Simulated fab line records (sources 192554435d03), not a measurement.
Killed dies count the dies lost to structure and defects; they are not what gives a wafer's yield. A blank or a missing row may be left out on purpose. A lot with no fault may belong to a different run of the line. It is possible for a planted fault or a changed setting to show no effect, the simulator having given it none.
Which tool was responsible? / flow n5Finfet / Sampling: 24 lots, 72 wafers, 6 of 1938 route steps

WHAT THE GAUGES READ, wafer by wafer
N5_BEOL_M14_CD_MEAS_28: target cd 284.4 nm. Usual: cdNm 284.1 nm, standard deviation 1.3.
lot=L075; measured=day 12 14:20; on=cdSem-01; cdNm (nm)=284.3 285.2 284.7; flag=
lot=L074; measured=day 12 17:21; on=cdSem-01; cdNm (nm)=284.2 285.1 284.0; flag=
lot=L077; measured=day 13 18:23; on=cdSem-02; cdNm (nm)=281.7 283.0 282.0; flag=
lot=L078; measured=day 13 18:32; on=cdSem-01; cdNm (nm)=282.8 281.5 281.7; flag=
lot=L079; measured=day 13 21:29; on=cdSem-02; cdNm (nm)=284.1 285.8 285.6; flag=
lot=L076; measured=day 13 23:46; on=cdSem-01; cdNm (nm)=284.7 286.3 286.4; flag=
lot=L082; measured=day 13 23:48; on=cdSem-03; cdNm (nm)=282.0 283.2 281.5; flag=
lot=L081; measured=day 14 00:38; on=cdSem-03; cdNm (nm)=285.3 285.2 284.5; flag=
lot=L080; measured=day 14 08:16; on=cdSem-01; cdNm (nm)=283.9 285.2 282.5; flag=
lot=L083; measured=day 15 02:32; on=cdSem-01; cdNm (nm)=283.6 284.3 284.6; flag=
lot=L084; measured=day 15 08:34; on=cdSem-01; cdNm (nm)=282.4 281.9 282.3; flag=
lot=L085; measured=day 16 01:33; on=cdSem-01; cdNm (nm)=285.5 284.9 284.7; flag=
lot=L086; measured=day 16 07:07; on=cdSem-01; cdNm (nm)=283.7 284.0 282.8; flag=
lot=L087; measured=day 16 10:13; on=cdSem-02; cdNm (nm)=285.2 287.1 286.3; flag=
lot=L088; measured=day 17 07:31; on=cdSem-02; cdNm (nm)=283.5 282.5 283.5; flag=
lot=L089; measured=day 17 10:46; on=cdSem-01; cdNm (nm)=284.3 285.3 283.3; flag=
lot=L094; measured=day 18 06:56; on=cdSem-03; cdNm (nm)=284.3 282.8 283.3; flag=
lot=L090; measured=day 18 12:37; on=cdSem-02; cdNm (nm)=282.3 282.7 283.7; flag=
lot=L091; measured=day 18 21:06; on=cdSem-03; cdNm (nm)=285.2 284.0 284.1; flag=
lot=L093; measured=day 18 21:13; on=cdSem-01; cdNm (nm)=283.8 284.6 282.6; flag=
lot=L092; measured=day 18 21:31; on=cdSem-03; cdNm (nm)=285.9 284.8 285.5; flag=
lot=L095; measured=day 19 07:50; on=cdSem-03; cdNm (nm)=281.8 283.0 283.2; flag=
lot=L097; measured=day 19 07:12; on=cdSem-01; cdNm (nm)=284.6 282.9 283.6; flag=
lot=L096; measured=day 19 20:16; on=cdSem-02; cdNm (nm)=284.0 284.9 286.7; flag=

N5_BEOL_M14_OVL_MEAS_29. Usual: M14_OVL -4 nm, standard deviation 4.5.
lot=L075; measured=day 12 14:22; on=overlay-02; M14_OVL (nm)=-2 -4 -3; flag=
lot=L074; measured=day 12 17:23; on=overlay-02; M14_OVL (nm)=-7 4 2; flag=
lot=L077; measured=day 13 18:24; on=overlay-01; M14_OVL (nm)=-13 -2 5; flag=
lot=L078; measured=day 13 18:34; on=overlay-01; M14_OVL (nm)=-1 -12 -5; flag=
lot=L079; measured=day 13 21:31; on=overlay-01; M14_OVL (nm)=-5 -10 -13; flag=
lot=L076; measured=day 13 23:47; on=overlay-01; M14_OVL (nm)=-5 -7 -2; flag=
lot=L082; measured=day 13 23:50; on=overlay-02; M14_OVL (nm)=-6 0 -1; flag=
lot=L081; measured=day 14 00:40; on=overlay-01; M14_OVL (nm)=-7 -1 0; flag=
lot=L080; measured=day 14 08:18; on=overlay-01; M14_OVL (nm)=-16 -6 -2; flag=
lot=L083; measured=day 15 02:34; on=overlay-02; M14_OVL (nm)=1 -1 3; flag=
lot=L084; measured=day 15 08:36; on=overlay-01; M14_OVL (nm)=-4 1 -4; flag=
lot=L085; measured=day 16 01:35; on=overlay-02; M14_OVL (nm)=-1 -11 -5; flag=
lot=L086; measured=day 16 07:09; on=overlay-02; M14_OVL (nm)=1 2 -2; flag=
lot=L087; measured=day 16 10:15; on=overlay-01; M14_OVL (nm)=-3 -6 -8; flag=
lot=L088; measured=day 17 07:32; on=overlay-01; M14_OVL (nm)=-5 -9 -1; flag=
lot=L089; measured=day 17 10:47; on=overlay-02; M14_OVL (nm)=-12 -9 -10; flag=
lot=L094; measured=day 18 06:58; on=overlay-01; M14_OVL (nm)=-5 -3 -2; flag=
lot=L090; measured=day 18 12:38; on=overlay-02; M14_OVL (nm)=-4 -5 -4; flag=
lot=L091; measured=day 18 21:08; on=overlay-01; M14_OVL (nm)=0 2 3; flag=
lot=L093; measured=day 18 21:14; on=overlay-02; M14_OVL (nm)=-1 -3 -3; flag=
lot=L092; measured=day 18 21:32; on=overlay-01; M14_OVL (nm)=5 -6 1; flag=
lot=L095; measured=day 19 07:52; on=overlay-02; M14_OVL (nm)=5 0 -8; flag=
lot=L097; measured=day 19 07:14; on=overlay-02; M14_OVL (nm)=-10 -4 -4; flag=
lot=L096; measured=day 19 20:18; on=overlay-01; M14_OVL (nm)=-8 -4 -8; flag=

N5_BEOL_M14_THK_MEAS_50: measures by xrf. Usual: M14_THK 559 nm, standard deviation 10.
lot=L075; measured=day 12 21:29; on=filmMetro-02; M14_THK (nm)=530 532 550; flag=
lot=L074; measured=day 12 21:45; on=filmMetro-01; M14_THK (nm)=560 577 580; flag=
lot=L077; measured=day 13 21:39; on=filmMetro-02; M14_THK (nm)=582 542 568; flag=
lot=L078; measured=day 13 21:52; on=filmMetro-02; M14_THK (nm)=568 569 573; flag=
lot=L079; measured=day 14 00:30; on=filmMetro-01; M14_THK (nm)=571 556 533; flag=
lot=L076; measured=day 14 05:30; on=filmMetro-01; M14_THK (nm)=587 565 584; flag=
lot=L082; measured=day 14 05:47; on=filmMetro-02; M14_THK (nm)=553 564 547; flag=
lot=L081; measured=day 14 07:02; on=filmMetro-01; M14_THK (nm)=548 546 565; flag=
lot=L080; measured=day 14 14:10; on=filmMetro-02; M14_THK (nm)=555 557 555; flag=
lot=L083; measured=day 15 06:18; on=filmMetro-02; M14_THK (nm)=560 554 563; flag=
lot=L084; measured=day 15 12:51; on=filmMetro-02; M14_THK (nm)=549 538 554; flag=
lot=L085; measured=day 16 04:56; on=filmMetro-02; M14_THK (nm)=572 569 568; flag=
lot=L086; measured=day 16 11:47; on=filmMetro-01; M14_THK (nm)=553 574 575; flag=
lot=L087; measured=day 16 15:20; on=filmMetro-02; M14_THK (nm)=566 563 572; flag=
lot=L088; measured=day 17 11:49; on=filmMetro-02; M14_THK (nm)=562 555 554; flag=
lot=L089; measured=day 17 15:59; on=filmMetro-01; M14_THK (nm)=550 551 551; flag=
lot=L094; measured=day 18 09:59; on=filmMetro-01; M14_THK (nm)=543 551 547; flag=
lot=L090; measured=day 18 16:27; on=filmMetro-02; M14_THK (nm)=557 549 553; flag=
lot=L091; measured=day 19 00:47; on=filmMetro-02; M14_THK (nm)=549 552 554; flag=
lot=L093; measured=day 19 01:02; on=filmMetro-02; M14_THK (nm)=564 557 552; flag=
lot=L092; measured=day 19 06:46; on=filmMetro-02; M14_THK (nm)=564 561 560; flag=
lot=L095; measured=day 19 14:37; on=filmMetro-01; M14_THK (nm)=557 558 550; flag=
lot=L097; measured=day 19 14:20; on=filmMetro-02; M14_THK (nm)=570 568 570; flag=
lot=L096; measured=day 20 00:57; on=filmMetro-01; M14_THK (nm)=554 548 552; flag=

EACH LOT AND THE TOOL THAT RAN IT (in order: tool; ch and the chambers of the sampled wafers; start)
lot=L075; N5_BEOL_M13_DESCUM_33=rieDiel-02 ch 2,3, day 12 09:28; N5_BEOL_M14_STRIP_37=rieDiel-06 ch 0,1, day 12 19:38; N5_BEOL_M14_SPUTTER_45=pvdSputter-03, day 12 20:22
lot=L074; N5_BEOL_M13_DESCUM_33=rieDiel-02 ch 0,1,2, day 12 13:11; N5_BEOL_M14_STRIP_37=rieDiel-06 ch 1,2, day 12 19:49; N5_BEOL_M14_SPUTTER_45=pvdSputter-01, day 12 20:27
lot=L077; N5_BEOL_M13_DESCUM_33=rieDiel-01 ch 1,2, day 13 12:24; N5_BEOL_M14_STRIP_37=rieDiel-06 ch 0,1,2, day 13 19:16; N5_BEOL_M14_SPUTTER_45=pvdSputter-03, day 13 20:08
lot=L078; N5_BEOL_M13_DESCUM_33=rieDiel-02 ch 0,1,3, day 13 12:32; N5_BEOL_M14_STRIP_37=rieDiel-06 ch 0,1,2, day 13 19:33; N5_BEOL_M14_SPUTTER_45=pvdSputter-01, day 13 20:22
lot=L079; N5_BEOL_M13_DESCUM_33=rieDiel-02 ch 0,3, day 13 13:28; N5_BEOL_M14_STRIP_37=rieDiel-05 ch 1,3, day 13 22:23; N5_BEOL_M14_SPUTTER_45=pvdSputter-01, day 13 23:36
lot=L076; N5_BEOL_M13_DESCUM_33=rieDiel-01 ch 0,1,3, day 13 18:33; N5_BEOL_M14_STRIP_37=rieDiel-03 ch 2,3, day 14 03:41; N5_BEOL_M14_SPUTTER_45=pvdSputter-02, day 14 04:31
lot=L082; N5_BEOL_M13_DESCUM_33=rieDiel-02 ch 0,1, day 13 19:13; N5_BEOL_M14_STRIP_37=rieDiel-05 ch 1,2, day 14 03:57; N5_BEOL_M14_SPUTTER_45=pvdSputter-01, day 14 04:48
lot=L081; N5_BEOL_M13_DESCUM_33=rieDiel-02 ch 0,3, day 13 19:53; N5_BEOL_M14_STRIP_37=rieDiel-03 ch 1,2,3, day 14 05:04; N5_BEOL_M14_SPUTTER_45=pvdSputter-01, day 14 05:41
lot=L080; N5_BEOL_M13_DESCUM_33=rieDiel-04 ch 0,1, day 14 02:58; N5_BEOL_M14_STRIP_37=rieDiel-06 ch 1,3, day 14 11:50; N5_BEOL_M14_SPUTTER_45=pvdSputter-01, day 14 13:16
lot=L083; N5_BEOL_M13_DESCUM_33=rieDiel-01 ch 0,3, day 14 21:05; N5_BEOL_M14_STRIP_37=rieDiel-06 ch 0,2,3, day 15 04:02; N5_BEOL_M14_SPUTTER_45=pvdSputter-01, day 15 05:01
lot=L084; N5_BEOL_M13_DESCUM_33=rieDiel-01 ch 0,1,3, day 15 02:24; N5_BEOL_M14_STRIP_37=rieDiel-03 ch 0,1,3, day 15 10:13; N5_BEOL_M14_SPUTTER_45=pvdSputter-02, day 15 11:17
lot=L085; N5_BEOL_M13_DESCUM_33=rieDiel-02 ch 0,1, day 15 19:10; N5_BEOL_M14_STRIP_37=rieDiel-05 ch 0,1, day 16 02:48; N5_BEOL_M14_SPUTTER_45=pvdSputter-01, day 16 03:35
lot=L086; N5_BEOL_M13_DESCUM_33=rieDiel-02 ch 1,2,3, day 16 01:11; N5_BEOL_M14_STRIP_37=rieDiel-03 ch 0,2,3, day 16 08:46; N5_BEOL_M14_SPUTTER_45=pvdSputter-03, day 16 09:38
lot=L087; N5_BEOL_M13_DESCUM_33=rieDiel-02 ch 1,3, day 16 04:27; N5_BEOL_M14_STRIP_37=rieDiel-05 ch 0,1, day 16 12:07; N5_BEOL_M14_SPUTTER_45=pvdSputter-03, day 16 12:44
lot=L088; N5_BEOL_M13_DESCUM_33=rieDiel-01 ch 1,2,3, day 16 23:19; N5_BEOL_M14_STRIP_37=rieDiel-06 ch 1,2,3, day 17 10:03; N5_BEOL_M14_SPUTTER_45=pvdSputter-02, day 17 10:55
lot=L089; N5_BEOL_M13_DESCUM_33=rieDiel-04 ch 0,2,3, day 17 06:59; N5_BEOL_M14_STRIP_37=rieDiel-03 ch 1,2,3, day 17 14:23; N5_BEOL_M14_SPUTTER_45=pvdSputter-02, day 17 15:04
lot=L094; N5_BEOL_M13_DESCUM_33=rieDiel-02 ch 0,1,3, day 17 22:07; N5_BEOL_M14_STRIP_37=rieDiel-06 ch 1,2,3, day 18 08:16; N5_BEOL_M14_SPUTTER_45=pvdSputter-01, day 18 09:04
lot=L090; N5_BEOL_M13_DESCUM_33=rieDiel-01 ch 1,2,3, day 18 08:11; N5_BEOL_M14_STRIP_37=rieDiel-03 ch 1,2, day 18 14:34; N5_BEOL_M14_SPUTTER_45=pvdSputter-02, day 18 15:28
lot=L091; N5_BEOL_M13_DESCUM_33=rieDiel-04 ch 0,3, day 18 12:29; N5_BEOL_M14_STRIP_37=rieDiel-06 ch 0,2, day 18 23:09; N5_BEOL_M14_SPUTTER_45=pvdSputter-03, day 18 23:52
lot=L093; N5_BEOL_M13_DESCUM_33=rieDiel-04 ch 0,3, day 18 13:16; N5_BEOL_M14_STRIP_37=rieDiel-06 ch 0,1,2, day 18 23:19; N5_BEOL_M14_SPUTTER_45=pvdSputter-01, day 19 00:08
lot=L092; N5_BEOL_M13_DESCUM_33=rieDiel-02 ch 0,2, day 18 15:17; N5_BEOL_M14_STRIP_37=rieDiel-05 ch 0,1,2, day 19 02:38; N5_BEOL_M14_SPUTTER_45=pvdSputter-02, day 19 05:34
lot=L095; N5_BEOL_M13_DESCUM_33=rieDiel-02 ch 0,2,3, day 18 15:53; N5_BEOL_M14_STRIP_37=rieDiel-06 ch 0,3, day 19 12:47; N5_BEOL_M14_SPUTTER_45=pvdSputter-02, day 19 13:35
lot=L097; N5_BEOL_M13_DESCUM_33=rieDiel-01 ch 0,2, day 18 20:28; N5_BEOL_M14_STRIP_37=rieDiel-06 ch 2,3, day 19 12:25; N5_BEOL_M14_SPUTTER_45=pvdSputter-01, day 19 13:14
lot=L096; N5_BEOL_M13_DESCUM_33=rieDiel-04 ch 0,3, day 19 11:12; N5_BEOL_M14_STRIP_37=rieDiel-05 ch 0,3, day 19 23:12; N5_BEOL_M14_SPUTTER_45=pvdSputter-02, day 20 00:01
- N5_BEOL_M13_DESCUM_33: chemistry O2, time 7.9 s.
- N5_BEOL_M14_STRIP_37: strips in O2.
- N5_BEOL_M14_SPUTTER_45: material Cu, target thk 100 nm, time 16.67 s.

AS READ BY THE TOOLS THEMSELVES (means over the sampled wafers that have a number; for cases with no such wafer, the mark the record gives instead)
N5_BEOL_M13_DESCUM_33. Usual: drypumpMotorCurrentA 5.3 A, standard deviation 0.43; oesProductAu 0.77 a.u., standard deviation 0.083; rfVppV 244.0 V, standard deviation 1.1; showerheadPlenumPTorr 2.15 Torr, standard deviation 0.041; tempC 40.01 C, standard deviation 0.1; throttleValvePct 20.42 %, standard deviation 0.22.
lot=L075; tool=rieDiel-02; drypumpMotorCurrentA (A)=5.3; oesProductAu (a.u.)=0.80; rfVppV (V)=244.1; showerheadPlenumPTorr (Torr)=2.19; tempC (C)=39.97; throttleValvePct (%)=20.40; flag=
lot=L074; tool=rieDiel-02; drypumpMotorCurrentA (A)=5.0; oesProductAu (a.u.)=0.74; rfVppV (V)=244.9; showerheadPlenumPTorr (Torr)=2.18; tempC (C)=40.10; throttleValvePct (%)=20.57; flag=
lot=L077; tool=rieDiel-01; drypumpMotorCurrentA (A)=5.2; oesProductAu (a.u.)=0.79; rfVppV (V)=243.3; showerheadPlenumPTorr (Torr)=2.11; tempC (C)=39.91; throttleValvePct (%)=20.58; flag=
lot=L078; tool=rieDiel-02; drypumpMotorCurrentA (A)=5.2; oesProductAu (a.u.)=0.73; rfVppV (V)=244.3; showerheadPlenumPTorr (Torr)=2.17; tempC (C)=40.00; throttleValvePct (%)=20.35; flag=
lot=L079; tool=rieDiel-02; drypumpMotorCurrentA (A)=5.3; oesProductAu (a.u.)=0.74; rfVppV (V)=245.2; showerheadPlenumPTorr (Torr)=2.18; tempC (C)=39.92; throttleValvePct (%)=20.32; flag=
lot=L076; tool=rieDiel-01; drypumpMotorCurrentA (A)=5.3; oesProductAu (a.u.)=0.79; rfVppV (V)=245.0; showerheadPlenumPTorr (Torr)=2.15; tempC (C)=40.01; throttleValvePct (%)=20.33; flag=
lot=L082; tool=rieDiel-02; drypumpMotorCurrentA (A)=5.0; oesProductAu (a.u.)=0.68; rfVppV (V)=243.3; showerheadPlenumPTorr (Torr)=2.16; tempC (C)=40.06; throttleValvePct (%)=20.49; flag=
lot=L081; tool=rieDiel-02; drypumpMotorCurrentA (A)=5.2; oesProductAu (a.u.)=0.70; rfVppV (V)=244.8; showerheadPlenumPTorr (Torr)=2.16; tempC (C)=39.93; throttleValvePct (%)=20.47; flag=
lot=L080; tool=rieDiel-04; drypumpMotorCurrentA (A)=6.1; oesProductAu (a.u.)=0.91; rfVppV (V)=244.4; showerheadPlenumPTorr (Torr)=2.17; tempC (C)=40.00; throttleValvePct (%)=20.37; flag=
lot=L083; tool=rieDiel-01; drypumpMotorCurrentA (A)=5.0; oesProductAu (a.u.)=0.71; rfVppV (V)=244.5; showerheadPlenumPTorr (Torr)=2.16; tempC (C)=39.92; throttleValvePct (%)=20.33; flag=
lot=L084; tool=rieDiel-01; drypumpMotorCurrentA (A)=5.3; oesProductAu (a.u.)=0.78; rfVppV (V)=243.8; showerheadPlenumPTorr (Torr)=2.15; tempC (C)=40.04; throttleValvePct (%)=20.34; flag=
lot=L085; tool=rieDiel-02; drypumpMotorCurrentA (A)=5.0; oesProductAu (a.u.)=0.70; rfVppV (V)=245.1; showerheadPlenumPTorr (Torr)=2.16; tempC (C)=40.03; throttleValvePct (%)=20.40; flag=
lot=L086; tool=rieDiel-02; drypumpMotorCurrentA (A)=5.1; oesProductAu (a.u.)=0.75; rfVppV (V)=244.3; showerheadPlenumPTorr (Torr)=2.18; tempC (C)=40.15; throttleValvePct (%)=20.47; flag=
lot=L087; tool=rieDiel-02; drypumpMotorCurrentA (A)=5.4; oesProductAu (a.u.)=0.75; rfVppV (V)=244.9; showerheadPlenumPTorr (Torr)=2.18; tempC (C)=40.07; throttleValvePct (%)=20.23; flag=
lot=L088; tool=rieDiel-01; drypumpMotorCurrentA (A)=5.1; oesProductAu (a.u.)=0.77; rfVppV (V)=243.5; showerheadPlenumPTorr (Torr)=2.12; tempC (C)=39.99; throttleValvePct (%)=20.49; flag=
lot=L089; tool=rieDiel-04; drypumpMotorCurrentA (A)=5.8; oesProductAu (a.u.)=0.86; rfVppV (V)=242.0; showerheadPlenumPTorr (Torr)=2.09; tempC (C)=39.86; throttleValvePct (%)=20.36; flag=
lot=L094; tool=rieDiel-02; drypumpMotorCurrentA (A)=5.2; oesProductAu (a.u.)=0.80; rfVppV (V)=245.2; showerheadPlenumPTorr (Torr)=2.16; tempC (C)=40.08; throttleValvePct (%)=20.25; flag=
lot=L090; tool=rieDiel-01; drypumpMotorCurrentA (A)=5.1; oesProductAu (a.u.)=0.76; rfVppV (V)=243.6; showerheadPlenumPTorr (Torr)=2.12; tempC (C)=40.06; throttleValvePct (%)=20.51; flag=
lot=L091; tool=rieDiel-04; drypumpMotorCurrentA (A)=5.9; oesProductAu (a.u.)=0.80; rfVppV (V)=242.5; showerheadPlenumPTorr (Torr)=2.11; tempC (C)=40.04; throttleValvePct (%)=20.47; flag=
lot=L093; tool=rieDiel-04; drypumpMotorCurrentA (A)=5.9; oesProductAu (a.u.)=0.80; rfVppV (V)=243.2; showerheadPlenumPTorr (Torr)=2.11; tempC (C)=39.96; throttleValvePct (%)=20.48; flag=
lot=L092; tool=rieDiel-02; drypumpMotorCurrentA (A)=4.9; oesProductAu (a.u.)=0.82; rfVppV (V)=244.3; showerheadPlenumPTorr (Torr)=2.17; tempC (C)=39.98; throttleValvePct (%)=20.71; flag=
lot=L095; tool=rieDiel-02; drypumpMotorCurrentA (A)=5.1; oesProductAu (a.u.)=0.81; rfVppV (V)=244.6; showerheadPlenumPTorr (Torr)=2.16; tempC (C)=40.05; throttleValvePct (%)=20.47; flag=
lot=L097; tool=rieDiel-01; drypumpMotorCurrentA (A)=5.1; oesProductAu (a.u.)=0.70; rfVppV (V)=243.3; showerheadPlenumPTorr (Torr)=2.11; tempC (C)=40.10; throttleValvePct (%)=20.62; flag=
lot=L096; tool=rieDiel-04; drypumpMotorCurrentA (A)=5.9; oesProductAu (a.u.)=0.79; rfVppV (V)=243.0; showerheadPlenumPTorr (Torr)=2.10; tempC (C)=40.10; throttleValvePct (%)=20.48; flag=

N5_BEOL_M14_STRIP_37. Usual: drypumpMotorCurrentA 5.50 A, standard deviation 0.22; oesProductAu 0.78 a.u., standard deviation 0.091; rfVppV 3.6 V, standard deviation 0.94; showerheadPlenumPTorr 2.08 Torr, standard deviation 0.073; tempC 59.99 C, standard deviation 0.12; throttleValvePct 16.63 %, standard deviation 0.26.
lot=L075; tool=rieDiel-06; drypumpMotorCurrentA (A)=5.74; oesProductAu (a.u.)=0.75; rfVppV (V)=3.6; showerheadPlenumPTorr (Torr)=2.06; tempC (C)=59.78; throttleValvePct (%)=16.47; flag=
lot=L074; tool=rieDiel-06; drypumpMotorCurrentA (A)=5.48; oesProductAu (a.u.)=0.72; rfVppV (V)=3.9; showerheadPlenumPTorr (Torr)=2.08; tempC (C)=59.93; throttleValvePct (%)=16.45; flag=
lot=L077; tool=rieDiel-06; drypumpMotorCurrentA (A)=5.54; oesProductAu (a.u.)=0.72; rfVppV (V)=2.6; showerheadPlenumPTorr (Torr)=2.05; tempC (C)=59.94; throttleValvePct (%)=16.63; flag=
lot=L078; tool=rieDiel-06; drypumpMotorCurrentA (A)=5.55; oesProductAu (a.u.)=0.72; rfVppV (V)=3.9; showerheadPlenumPTorr (Torr)=2.05; tempC (C)=59.91; throttleValvePct (%)=16.60; flag=
lot=L079; tool=rieDiel-05; drypumpMotorCurrentA (A)=5.53; oesProductAu (a.u.)=0.87; rfVppV (V)=3.4; showerheadPlenumPTorr (Torr)=2.14; tempC (C)=60.08; throttleValvePct (%)=16.59; flag=
lot=L076; tool=rieDiel-03; drypumpMotorCurrentA (A)=5.50; oesProductAu (a.u.)=0.75; rfVppV (V)=2.9; showerheadPlenumPTorr (Torr)=1.97; tempC (C)=59.91; throttleValvePct (%)=16.81; flag=
lot=L082; tool=rieDiel-05; drypumpMotorCurrentA (A)=5.64; oesProductAu (a.u.)=0.82; rfVppV (V)=3.5; showerheadPlenumPTorr (Torr)=2.12; tempC (C)=60.03; throttleValvePct (%)=16.63; flag=
lot=L081; tool=rieDiel-03; drypumpMotorCurrentA (A)=5.47; oesProductAu (a.u.)=0.78; rfVppV (V)=3.3; showerheadPlenumPTorr (Torr)=2.04; tempC (C)=60.09; throttleValvePct (%)=16.66; flag=
lot=L080; tool=rieDiel-06; drypumpMotorCurrentA (A)=5.52; oesProductAu (a.u.)=0.75; rfVppV (V)=3.2; showerheadPlenumPTorr (Torr)=2.09; tempC (C)=60.03; throttleValvePct (%)=16.68; flag=
lot=L083; tool=rieDiel-06; drypumpMotorCurrentA (A)=5.36; oesProductAu (a.u.)=0.71; rfVppV (V)=4.1; showerheadPlenumPTorr (Torr)=2.05; tempC (C)=59.83; throttleValvePct (%)=16.82; flag=
lot=L084; tool=rieDiel-03; drypumpMotorCurrentA (A)=5.39; oesProductAu (a.u.)=0.77; rfVppV (V)=3.5; showerheadPlenumPTorr (Torr)=2.10; tempC (C)=59.97; throttleValvePct (%)=16.71; flag=
lot=L085; tool=rieDiel-05; drypumpMotorCurrentA (A)=5.26; oesProductAu (a.u.)=0.75; rfVppV (V)=4.1; showerheadPlenumPTorr (Torr)=2.15; tempC (C)=59.91; throttleValvePct (%)=16.93; flag=
lot=L086; tool=rieDiel-03; drypumpMotorCurrentA (A)=5.45; oesProductAu (a.u.)=0.73; rfVppV (V)=4.0; showerheadPlenumPTorr (Torr)=2.03; tempC (C)=59.97; throttleValvePct (%)=16.85; flag=
lot=L087; tool=rieDiel-05; drypumpMotorCurrentA (A)=5.28; oesProductAu (a.u.)=0.75; rfVppV (V)=3.0; showerheadPlenumPTorr (Torr)=2.15; tempC (C)=60.00; throttleValvePct (%)=16.94; flag=
lot=L088; tool=rieDiel-06; drypumpMotorCurrentA (A)=5.50; oesProductAu (a.u.)=0.81; rfVppV (V)=3.8; showerheadPlenumPTorr (Torr)=2.08; tempC (C)=60.02; throttleValvePct (%)=16.49; flag=
lot=L089; tool=rieDiel-03; drypumpMotorCurrentA (A)=5.45; oesProductAu (a.u.)=0.76; rfVppV (V)=4.3; showerheadPlenumPTorr (Torr)=2.03; tempC (C)=60.02; throttleValvePct (%)=16.69; flag=
lot=L094; tool=rieDiel-06; drypumpMotorCurrentA (A)=5.48; oesProductAu (a.u.)=0.80; rfVppV (V)=5.4; showerheadPlenumPTorr (Torr)=2.07; tempC (C)=60.02; throttleValvePct (%)=16.50; flag=
lot=L090; tool=rieDiel-03; drypumpMotorCurrentA (A)=5.55; oesProductAu (a.u.)=0.72; rfVppV (V)=3.2; showerheadPlenumPTorr (Torr)=1.96; tempC (C)=60.10; throttleValvePct (%)=16.66; flag=
lot=L091; tool=rieDiel-06; drypumpMotorCurrentA (A)=5.46; oesProductAu (a.u.)=0.93; rfVppV (V)=3.8; showerheadPlenumPTorr (Torr)=2.17; tempC (C)=59.98; throttleValvePct (%)=16.44; flag=
lot=L093; tool=rieDiel-06; drypumpMotorCurrentA (A)=5.56; oesProductAu (a.u.)=0.87; rfVppV (V)=3.6; showerheadPlenumPTorr (Torr)=2.12; tempC (C)=60.04; throttleValvePct (%)=16.39; flag=
lot=L092; tool=rieDiel-05; drypumpMotorCurrentA (A)=5.51; oesProductAu (a.u.)=0.80; rfVppV (V)=4.0; showerheadPlenumPTorr (Torr)=2.11; tempC (C)=60.04; throttleValvePct (%)=16.69; flag=
lot=L095; tool=rieDiel-06; drypumpMotorCurrentA (A)=5.46; oesProductAu (a.u.)=0.84; rfVppV (V)=3.9; showerheadPlenumPTorr (Torr)=2.18; tempC (C)=59.98; throttleValvePct (%)=16.70; flag=
lot=L097; tool=rieDiel-06; drypumpMotorCurrentA (A)=5.29; oesProductAu (a.u.)=0.87; rfVppV (V)=4.6; showerheadPlenumPTorr (Torr)=2.07; tempC (C)=59.96; throttleValvePct (%)=16.45; flag=
lot=L096; tool=rieDiel-05; drypumpMotorCurrentA (A)=5.29; oesProductAu (a.u.)=0.93; rfVppV (V)=3.8; showerheadPlenumPTorr (Torr)=2.14; tempC (C)=60.02; throttleValvePct (%)=16.66; flag=

N5_BEOL_M14_SPUTTER_45. Usual: biasV 60.0 V, standard deviation 0.64; chamberPressurePa 0.12998 Pa, standard deviation 0.00027; throttleValvePct 30.2 %, standard deviation 1.5.
lot=L075; tool=pvdSputter-03; biasV (V)=60.5; chamberPressurePa (Pa)=0.13043; throttleValvePct (%)=29.6; flag=
lot=L074; tool=pvdSputter-01; biasV (V)=59.8; chamberPressurePa (Pa)=0.13009; throttleValvePct (%)=29.4; flag=
lot=L077; tool=pvdSputter-03; biasV (V)=60.4; chamberPressurePa (Pa)=0.13001; throttleValvePct (%)=30.9; flag=
lot=L078; tool=pvdSputter-01; biasV (V)=60.3; chamberPressurePa (Pa)=0.12975; throttleValvePct (%)=30.2; flag=
lot=L079; tool=pvdSputter-01; biasV (V)=59.8; chamberPressurePa (Pa)=0.12981; throttleValvePct (%)=28.9; flag=
lot=L076; tool=pvdSputter-02; biasV (V)=60.5; chamberPressurePa (Pa)=0.12967; throttleValvePct (%)=30.4; flag=
lot=L082; tool=pvdSputter-01; biasV (V)=60.0; chamberPressurePa (Pa)=0.12993; throttleValvePct (%)=31.2; flag=
lot=L081; tool=pvdSputter-01; biasV (V)=60.2; chamberPressurePa (Pa)=0.12997; throttleValvePct (%)=30.3; flag=
lot=L080; tool=pvdSputter-01; biasV (V)=59.6; chamberPressurePa (Pa)=0.12999; throttleValvePct (%)=29.2; flag=
lot=L083; tool=pvdSputter-01; biasV (V)=59.5; chamberPressurePa (Pa)=0.12987; throttleValvePct (%)=30.2; flag=
lot=L084; tool=pvdSputter-02; biasV (V)=60.2; chamberPressurePa (Pa)=0.12983; throttleValvePct (%)=30.4; flag=
lot=L085; tool=pvdSputter-01; biasV (V)=59.4; chamberPressurePa (Pa)=0.12989; throttleValvePct (%)=29.4; flag=
lot=L086; tool=pvdSputter-03; biasV (V)=60.2; chamberPressurePa (Pa)=0.12983; throttleValvePct (%)=31.5; flag=
lot=L087; tool=pvdSputter-03; biasV (V)=60.0; chamberPressurePa (Pa)=0.12994; throttleValvePct (%)=30.9; flag=
lot=L088; tool=pvdSputter-02; biasV (V)=60.6; chamberPressurePa (Pa)=0.13007; throttleValvePct (%)=29.4; flag=
lot=L089; tool=pvdSputter-02; biasV (V)=59.9; chamberPressurePa (Pa)=0.12962; throttleValvePct (%)=30.5; flag=
lot=L094; tool=pvdSputter-01; biasV (V)=59.6; chamberPressurePa (Pa)=0.13005; throttleValvePct (%)=28.8; flag=
lot=L090; tool=pvdSputter-02; biasV (V)=60.0; chamberPressurePa (Pa)=0.13006; throttleValvePct (%)=29.3; flag=
lot=L091; tool=pvdSputter-03; biasV (V)=59.0; chamberPressurePa (Pa)=0.13015; throttleValvePct (%)=30.6; flag=
lot=L093; tool=pvdSputter-01; biasV (V)=60.4; chamberPressurePa (Pa)=0.13017; throttleValvePct (%)=30.1; flag=
lot=L092; tool=pvdSputter-02; biasV (V)=59.6; chamberPressurePa (Pa)=0.13029; throttleValvePct (%)=30.4; flag=
lot=L095; tool=pvdSputter-02; biasV (V)=60.2; chamberPressurePa (Pa)=0.13029; throttleValvePct (%)=30.3; flag=
lot=L097; tool=pvdSputter-01; biasV (V)=60.2; chamberPressurePa (Pa)=0.12990; throttleValvePct (%)=29.0; flag=
lot=L096; tool=pvdSputter-02; biasV (V)=60.2; chamberPressurePa (Pa)=0.12980; throttleValvePct (%)=31.5; flag=

THE ANSWER, worked out from the rows above alone
Rule: lot off if the mean of its wafers having a number is beyond 3 standard deviations from the usual mean. Also off: a lot with no number at a reading for which 4 or more lots have one. Any other lot the step has rows for is counted as sound. Order of review: gauges by route order, followed by the tools' own readings, for which a lot's mean as printed above is used. The first step at which some lot is off is used, and at that step the reading that is off furthest; a lot without a number counts as furthest.
Across all readings shown, no lot is off: no conclusion can be drawn from this.

WHAT THE SIMULATOR HAD INSERTED
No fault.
